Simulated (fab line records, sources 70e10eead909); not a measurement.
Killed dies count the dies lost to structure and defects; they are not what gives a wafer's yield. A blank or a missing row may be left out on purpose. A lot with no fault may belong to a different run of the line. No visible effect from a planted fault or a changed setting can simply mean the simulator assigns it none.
Matching of chambers / flow nand harc / pecvd-01 running NHARC_A_CONTACT_DEP_29: 3 sister chambers
The step deposits SiON, target thk 100 nm. 6 wafers are shown with their chamber, then 8 later ones without.

EACH WAFER AND ITS CHAMBER
wafer=L088.2; chamber=1; heater power w (W)=744
wafer=L088.5; chamber=2; heater power w (W)=598
wafer=L090.3; chamber=0; heater power w (W)=735
wafer=L090.4; chamber=1; heater power w (W)=693
wafer=L090.6; chamber=0; heater power w (W)=758
wafer=L093.2; chamber=2; heater power w (W)=649

WAFERS MISSING THEIR CHAMBER
wafer=L093.5; heater power w (W)=679
wafer=L093.6; heater power w (W)=822
wafer=L095.2; heater power w (W)=815
wafer=L095.4; heater power w (W)=747
wafer=L095.6; heater power w (W)=598
wafer=L096.1; heater power w (W)=693
wafer=L096.2; heater power w (W)=817
wafer=L096.3; heater power w (W)=743

WHICH CHAMBER EACH ONE RAN IN
wafer=L093.5; from the rows above=can't be placed: 1 or 2 or 0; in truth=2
wafer=L093.6; from the rows above=can't be placed: 0 or 1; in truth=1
wafer=L095.2; from the rows above=can't be placed: 0 or 1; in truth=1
wafer=L095.4; from the rows above=can't be placed: 0 or 1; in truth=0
wafer=L095.6; from the rows above=2; in truth=2
wafer=L096.1; from the rows above=can't be placed: 1 or 0 or 2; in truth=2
wafer=L096.2; from the rows above=can't be placed: 0 or 1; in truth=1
wafer=L096.3; from the rows above=can't be placed: 0 or 1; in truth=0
1 of 8 placed correctly. Can't be placed from these rows: 7 (the true chamber is among the candidates in 7). Wrongly placed: 0.
How it was worked out, from the rows above alone: a wafer's distance from a chamber is the root of the sum, over the readings, of the square of ((its reading less the chamber's mean) divided by the reading's scatter). The wafer belongs to the nearest chamber; if the next one is less than 2 further off, it can't be placed. For every chamber, the mean is computed from those of its wafers that are shown. The scatter is the square root of a quotient: the sum, over the shown wafers, of each reading's squared deviation from its chamber's mean, divided by wafers minus chambers.
